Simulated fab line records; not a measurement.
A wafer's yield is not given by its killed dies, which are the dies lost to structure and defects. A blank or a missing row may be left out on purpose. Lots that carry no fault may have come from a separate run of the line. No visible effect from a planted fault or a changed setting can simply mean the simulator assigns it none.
A lot that was struck, set against a sound lot || flow n5-finfet || 38 out of 1938 route steps
Sound: the wafers L102.3, L102.4, L102.6. Struck: wafers L995.4, L995.5. Last of all comes the cause.
Each step with rows lists, per side, the tool, then ch with its chambers, then its first start. Under that, the readings that differ: sound wafers || struck wafers || difference of the means || sigmas: that difference in standard deviations of wafers without a fault.
alike: a reading whose means differ by less than 2 such deviations, as well as words and numbers matching on both sides. not compared: withheld readings; readings where some wafer has no value; bounds like >300 that might hide an equal value; numbers whose values overlap and for which the record gives no deviation.
A row with sigmas, a row that says differs or no value, or rows on one side alone: a step with any of these is where the two part. Numbers that don't overlap but have no deviation are shown without sigmas and don't part them. A reading missing from all wafers of one side parts the sides only when that side holds two or more wafers.

first, 9 steps without rows for these wafers: N5_BEOL_M4_ANNEAL_95 (time 240 s); N5_BEOL_M4_SPUTTER_96 (material Cu, target thk 4.5 nm, time 8.29 s); N5_BEOL_M4_ECD_50 (material Cu, target thk 300 nm); N5_BEOL_M4_ANNEAL_51 (time 90 s); N5_BEOL_M4_CMP_52 (polishes, stops on SiOC, t overpolish 6.8 s, target thk 40 nm); N5_BEOL_M4_PRE_CLEAN_60 (time 15 s); N5_BEOL_M4_CO_CAP_55 (material Co, precursor CCTBA/H2, target thk 2 nm, time 102.1 s); N5_BEOL_M4_PRE_CLEAN_56 (time 15 s); N5_BEOL_M4_DEP_57 (deposits SiCN from 3MS/NH3, target thk 8 nm, time 14 s).
N5_BEOL_M4_RC_MEAS_101:
  sound on prober-02 ch 0, day 13 19:40; struck on prober-02 ch 0, day 11 15:28
{"reading": "VT_P (mV)", "sound": "-250 -250 -250", "struck": "-254 -259", "difference": -6, "sigmas": -2}
  alike: DIBL_N, DIBL_P, IOFF_N, IOFF_P, ION_N, ION_P, SS_N, SS_P, VT_N
then, 24 steps without rows for these wafers: N5_BEOL_M5_ILD_DEP_00 (deposits SiCOH lowk from DEMS/porogen, target thk 140.64 nm, time 25.9 s); N5_BEOL_M5_CURE_79 (cures SiCOH lowk, time 240 s); N5_BEOL_M5_PECVD_70 (deposits SiO2 from TEOS/O2, target thk 16 nm, time 18 s); N5_BEOL_M5_HM_DEP_02 (deposits TiN, target thk 20 nm); N5_BEOL_M5_COAT_59 (time 60 s, resist thk 60 nm); N5_BEOL_M5_COAT_60 (time 60 s, resist thk 12 nm); N5_BEOL_M5_COAT_71 (time 60 s, resist thk 5 nm); N5_BEOL_M5_COAT_05 (resist thk 30 nm); N5_BEOL_M5_EBR_07; N5_BEOL_M5_SOFTBAKE_06 (time 60 s); N5_BEOL_M5_EXPOSE_08 (exposes mask M5, target cd 28 nm); N5_BEOL_M5_PEB_09 (peb time 60 s); N5_BEOL_M5_DEVELOP_10 (develop time 30 s); N5_BEOL_M5_DESCUM_16 (chemistry O2, time 7 s); N5_BEOL_M5_ETCH_72 (etches underlayer in N2/H2, target depth 6.5 nm, time 5.2 s); N5_BEOL_M5_ETCH_61 (etches SiARC in CF4, target depth 15.6 nm, time 26 s); N5_BEOL_M5_ETCH_62 (etches SOC in N2/H2, target depth 75 nm, overetch 15 nm, time 112.5 s); N5_BEOL_M5_STRIP_63 (strips in N2/H2); N5_BEOL_M5_STRIP_73 (strips in N2/H2); N5_BEOL_M5_STRIP_64 (strips in CF4); N5_BEOL_M5_HM_OPEN_17 (chemistry Cl2/BCl3, target TiN, target depth 20 nm, overetch 6 nm); N5_BEOL_M5_STRIP_19 (strips in O2); N5_BEOL_M5_COAT_65 (time 60 s, resist thk 60 nm); N5_BEOL_M5_COAT_66 (time 60 s, resist thk 12 nm).
-- record jumps: 2 days separate the struck wafers' starts on either side; left off in module BEOL_M5, taken up again in module BEOL_M11, whose first shown step is the route's number 1536 --
N5_BEOL_M11_ILD_DEP_00: deposits SiCOH lowk from DEMS/porogen, target thk 308.51 nm, time 58 s.
  sound on pecvd-01 ch 0,2, day 16 02:27; struck on pecvd-02 ch 0,2, day 14 01:23
{"reading": "run-length-s (s)", "sound": "100.4 100.3 101.8", "struck": "123.2 123.4", "difference": "+22.5", "sigmas": "+37"}
{"reading": "model.SiCOH_lowk_of_BEOL_M11_ILD_DEP_00.thk-nm (nm)", "sound": "301.4 307.2 313", "struck": "424.2 423.2", "difference": "+116.5", "sigmas": ""}
  alike: heater-power-w, showerhead-plenum-p-Torr, susceptor-temp-C, throttle-valve-pct
  not compared: since-wet-clean-h
N5_BEOL_M11_THK_MEAS_01:
  sound: film-metro-01 at day 16 03:16; struck: film-metro-01 at day 14 01:57
{"reading": "M11_ILD_THK (nm)", "sound": "262 267 272", "struck": "371 370", "difference": "+104", "sigmas": "+27"}
N5_BEOL_M11_CMP_52: polishes, stops on SiCOH lowk, t overpolish 7 s, target thk 140 nm.
  sound on cmp-04 ch 0,1, day 16 10:13; struck on cmp-03 ch 0,2, day 14 10:56
{"reading": "model.SiCOH_lowk_of_BEOL_M11_ILD_DEP_00.thk-nm (nm)", "sound": "258.8 264 269", "struck": "367.8 367", "difference": "+103.5", "sigmas": ""}
  alike: motor-current-A
N5_PASSIVATION_PROBE_49:
  record: rows for the struck wafers here (prober-02, day 16 05:33), none for the sound ones

## WHERE THEY PART
First at N5_BEOL_M4_RC_MEAS_101; last, within this record, at N5_PASSIVATION_PROBE_49.

WHY: what the simulator had put in
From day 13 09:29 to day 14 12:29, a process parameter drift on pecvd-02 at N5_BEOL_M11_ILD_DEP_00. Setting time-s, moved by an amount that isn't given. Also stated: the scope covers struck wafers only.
